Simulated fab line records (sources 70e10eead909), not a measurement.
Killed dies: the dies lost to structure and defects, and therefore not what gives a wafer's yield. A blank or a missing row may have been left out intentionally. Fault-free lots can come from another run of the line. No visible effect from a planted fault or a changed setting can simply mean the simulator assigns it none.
Which tool did it? / flow nand harc / 12 lots with 36 wafers sampled at 6 steps, on a route of 1159 steps

WHAT EACH GAUGE READ, for each wafer
NHARC_P_M0_INSPECT_27.
lot=L990; measured=day 6 01:35; on=defect inspect-02; raw defect count=185 147 242
lot=L992; measured=day 6 13:55; on=defect inspect-02; raw defect count=325 169 210
lot=L991; measured=day 6 14:21; on=defect inspect-02; raw defect count=157 107 172
lot=L994; measured=day 6 22:13; on=defect inspect-02; raw defect count=276 222 191
lot=L993; measured=day 7 03:07; on=defect inspect-01; raw defect count=256 290 216
lot=L997; measured=day 7 15:04; on=defect inspect-01; raw defect count=620 272 268
lot=L998; measured=day 8 06:16; on=defect inspect-01; raw defect count=216 287 275
lot=L101; measured=day 9 03:38; on=defect inspect-02; raw defect count=161 430 249
lot=L104; measured=day 9 21:05; on=defect inspect-02; raw defect count=371 201 336
lot=L107; measured=day 10 02:39; on=defect inspect-02; raw defect count=275 342 191
lot=L110; measured=day 10 21:35; on=defect inspect-01; raw defect count=910 487 743
lot=L113; measured=day 11 20:55; on=defect inspect-01; raw defect count=359 213 313

NHARC_END_SORT_01.
lot=L998; measured=day 21 09:03; on=prober-01; defect limited yield (%)=95.9 94.8 93.9; killed at array=27 32 39; killed at other=0 2 1; killed at periphery=1 1 1; killed dies=28 35 41; killed open=3 0 2; killed short=1 1 3; sort_bin_2_pct (%)=1.5 1.6 1.8; sort_bin_3_pct (%)=0.15 0.30 0.30; sort_bin_4_pct (%)=2.5 3.2 4.0; sort n pass=649 642 636; sort rim yield pct (%)=92.5 90.6 93.4; sort yield pct (%)=95.9 94.8 93.9

WHAT TOOL EACH LOT RAN ON (gives the tool, then ch and the chambers of the sampled wafers, and finally the start)
lot=L990; NHARC_P_M0_DEP_32=pecvd-04 ch 1,2, day 6 01:44; NHARC_P_M1_PVD_21=pvd sputter-01, day 6 04:36 or earlier; NHARC_P_M1_ECD_22=ecd cu-01 ch 1, day 6 04:36; NHARC_P_M1_CMP_23=cmp-02 ch 0,2,3, day 6 05:35
lot=L992; NHARC_P_M0_DEP_32=pecvd-04 ch 0,1,2, day 6 14:08; NHARC_P_M1_PVD_21=pvd sputter-02, day 6 17:01 or earlier; NHARC_P_M1_ECD_22=ecd cu-01 ch 0,1, day 6 17:01; NHARC_P_M1_CMP_23=cmp-01 ch 0,1,2, day 6 17:49
lot=L991; NHARC_P_M0_DEP_32=pecvd-01 ch 1,2, day 6 14:32; NHARC_P_M1_PVD_21=pvd sputter-03, day 6 17:28 or earlier; NHARC_P_M1_ECD_22=ecd cu-02 ch 0,1, day 6 17:28; NHARC_P_M1_CMP_23=cmp-02 ch 0,1,2, day 6 18:09
lot=L994; NHARC_P_M0_DEP_32=pecvd-04 ch 0,1, day 6 22:32; NHARC_P_M1_PVD_21=pvd sputter-01, day 7 01:35 or earlier; NHARC_P_M1_ECD_22=ecd cu-01 ch 0,1, day 7 01:35; NHARC_P_M1_CMP_23=cmp-02 ch 1,2, day 7 02:13
lot=L993; NHARC_P_M0_DEP_32=pecvd-03 ch 0,1,2, day 7 03:16; NHARC_P_M1_PVD_21=pvd sputter-01, day 7 06:05 or earlier; NHARC_P_M1_ECD_22=ecd cu-02 ch 0,1, day 7 06:05; NHARC_P_M1_CMP_23=cmp-03 ch 2,3, day 7 06:52
lot=L997; NHARC_P_M0_DEP_32=pecvd-01 ch 1,2, day 7 15:16; NHARC_P_M1_PVD_21=pvd sputter-03, day 7 18:02 or earlier; NHARC_P_M1_ECD_22=ecd cu-01 ch 0,1, day 7 18:02; NHARC_P_M1_CMP_23=cmp-02 ch 0,1,3, day 7 18:47
lot=L998; NHARC_P_M0_DEP_32=pecvd-03 ch 1,2, day 8 06:30; NHARC_P_M1_PVD_21=pvd sputter-02, day 8 09:26 or earlier; NHARC_P_M1_ECD_22=ecd cu-01 ch 0,1, day 8 09:26; NHARC_P_M1_CMP_23=cmp-02 ch 1,2,3, day 8 10:10
lot=L101; NHARC_P_M0_DEP_32=pecvd-03 ch 0,1, day 9 05:17; NHARC_P_M1_PVD_21=pvd sputter-01, day 9 08:14 or earlier; NHARC_P_M1_ECD_22=ecd cu-02 ch 0,1, day 9 08:14; NHARC_P_M1_CMP_23=cmp-02 ch 1,2,3, day 9 08:59
lot=L104; NHARC_P_M0_DEP_32=pecvd-03 ch 0,1,2, day 9 21:14; NHARC_P_M1_PVD_21=pvd sputter-01, day 10 00:12 or earlier; NHARC_P_M1_ECD_22=ecd cu-01 ch 1, day 10 00:12; NHARC_P_M1_CMP_23=cmp-01 ch 1,3, day 10 00:58
lot=L107; NHARC_P_M0_DEP_32=pecvd-01 ch 0,1,2, day 10 02:48; NHARC_P_M1_PVD_21=pvd sputter-03, day 10 05:49 or earlier; NHARC_P_M1_ECD_22=ecd cu-01 ch 0,1, day 10 05:49; NHARC_P_M1_CMP_23=cmp-01 ch 0,2,3, day 10 06:32
lot=L110; NHARC_P_M0_DEP_32=pecvd-04 ch 0,1,2, day 10 21:55; NHARC_P_M1_PVD_21=pvd sputter-01, day 11 00:46 or earlier; NHARC_P_M1_ECD_22=ecd cu-02 ch 0,1, day 11 00:46; NHARC_P_M1_CMP_23=cmp-02 ch 1,2, day 11 01:28
lot=L113; NHARC_P_M0_DEP_32=pecvd-04 ch 0,1, day 11 21:06; NHARC_P_M1_PVD_21=pvd sputter-01, day 11 23:53 or earlier; NHARC_P_M1_ECD_22=ecd cu-01 ch 0,1, day 11 23:53; NHARC_P_M1_CMP_23=cmp-01 ch 0,1,2, day 12 00:38
- NHARC_P_M0_DEP_32: deposits SiCN, target thk 30 nm.
- NHARC_P_M1_PVD_21: deposits Cu, target thk 30 nm, time 20.49 s.
- NHARC_P_M1_ECD_22: material Cu, target thk 400 nm.
- NHARC_P_M1_CMP_23: polishes, t overpolish 20 s, target thk 157.82 nm.

AS READ BY THE TOOLS THEMSELVES (means over the sampled wafers that have a number; for cases with no such wafer, the mark the record gives instead)
NHARC_P_M0_DEP_32.
lot=L990; tool=pecvd-04; heater power outer w (W)=372; heater power w (W)=631
lot=L992; tool=pecvd-04; heater power outer w (W)=381; heater power w (W)=635
lot=L991; tool=pecvd-01; heater power outer w (W)=314; heater power w (W)=548
lot=L994; tool=pecvd-04; heater power outer w (W)=330; heater power w (W)=592
lot=L993; tool=pecvd-03; heater power outer w (W)=347; heater power w (W)=605
lot=L997; tool=pecvd-01; heater power outer w (W)=325; heater power w (W)=572
lot=L998; tool=pecvd-03; heater power outer w (W)=354; heater power w (W)=629
lot=L101; tool=pecvd-03; heater power outer w (W)=336; heater power w (W)=606
lot=L104; tool=pecvd-03; heater power outer w (W)=382; heater power w (W)=650
lot=L107; tool=pecvd-01; heater power outer w (W)=339; heater power w (W)=596
lot=L110; tool=pecvd-04; heater power outer w (W)=363; heater power w (W)=611
lot=L113; tool=pecvd-04; heater power outer w (W)=346; heater power w (W)=599

NHARC_P_M1_PVD_21.
lot=L990; tool=pvd sputter-01; chamber pressure pa (Pa)=5.011; throttle valve pct (%)=29.2
lot=L992; tool=pvd sputter-02; chamber pressure pa (Pa)=5.014; throttle valve pct (%)=31.4
lot=L991; tool=pvd sputter-03; chamber pressure pa (Pa)=4.996; throttle valve pct (%)=29.9
lot=L994; tool=pvd sputter-01; chamber pressure pa (Pa)=5.000; throttle valve pct (%)=29.2
lot=L993; tool=pvd sputter-01; chamber pressure pa (Pa)=4.995; throttle valve pct (%)=29.9
lot=L997; tool=pvd sputter-03; chamber pressure pa (Pa)=5.004; throttle valve pct (%)=29.8
lot=L998; tool=pvd sputter-02; chamber pressure pa (Pa)=5.004; throttle valve pct (%)=31.4
lot=L101; tool=pvd sputter-01; chamber pressure pa (Pa)=5.005; throttle valve pct (%)=29.0
lot=L104; tool=pvd sputter-01; chamber pressure pa (Pa)=4.997; throttle valve pct (%)=30.2
lot=L107; tool=pvd sputter-03; chamber pressure pa (Pa)=5.000; throttle valve pct (%)=29.1
lot=L110; tool=pvd sputter-01; chamber pressure pa (Pa)=4.986; throttle valve pct (%)=29.2
lot=L113; tool=pvd sputter-01; chamber pressure pa (Pa)=4.991; throttle valve pct (%)=29.2

NHARC_P_M1_CMP_23.
lot=L990; tool=cmp-02; motor current A (A)=12.1; time to endpoint s (s)=28.6
lot=L992; tool=cmp-01; motor current A (A)=12.4; time to endpoint s (s)=27.7
lot=L991; tool=cmp-02; motor current A (A)=12.2; time to endpoint s (s)=25.6
lot=L994; tool=cmp-02; motor current A (A)=12.4; time to endpoint s (s)=27.6
lot=L993; tool=cmp-03; motor current A (A)=11.3; time to endpoint s (s)=29.8
lot=L997; tool=cmp-02; motor current A (A)=12.3; time to endpoint s (s)=28.4
lot=L998; tool=cmp-02; motor current A (A)=12.5; time to endpoint s (s)=28.2
lot=L101; tool=cmp-02; motor current A (A)=12.0; time to endpoint s (s)=29.7
lot=L104; tool=cmp-01; motor current A (A)=12.4; time to endpoint s (s)=29.5
lot=L107; tool=cmp-01; motor current A (A)=13.3; time to endpoint s (s)=31.6
lot=L110; tool=cmp-02; motor current A (A)=12.1; time to endpoint s (s)=23.1
lot=L113; tool=cmp-01; motor current A (A)=12.6; time to endpoint s (s)=27.8

THE ANSWER, worked out from the rows above alone
Rule: what is usual is taken from the lots themselves. Put in order of their means at a reading, lots are off if they are a third of the lots or fewer, leave a main group of 4 or more, and stand apart from it by a gap of 3 or more times the standard deviation of the main group's means; of several such gaps the widest counts. A main group whose means are all the same, to the digits that the tables above print for the reading, isn't used. Also off: a lot with no number at a reading for which 4 or more lots have one. All remaining lots with rows at the step are treated as sound. After the gauges, taken in route order, come the tools' own readings; for these a lot's mean is taken, as printed above. The first step at which some lot is off is used, and at that step the reading that is off furthest; a lot without a number counts as furthest.
Off, at NHARC_P_M0_INSPECT_27 on raw defect count: L110. The main group: mean 259, standard deviation 60.
If a tool, at a process step before that reading, ran all the lots that are off and no sound lot after the first of them, it fits. Those tools and the gauges at NHARC_P_M0_INSPECT_27 are tried in the same way. Not one of the candidates tried fits.

WHAT WAS PUT IN BY THE SIMULATOR
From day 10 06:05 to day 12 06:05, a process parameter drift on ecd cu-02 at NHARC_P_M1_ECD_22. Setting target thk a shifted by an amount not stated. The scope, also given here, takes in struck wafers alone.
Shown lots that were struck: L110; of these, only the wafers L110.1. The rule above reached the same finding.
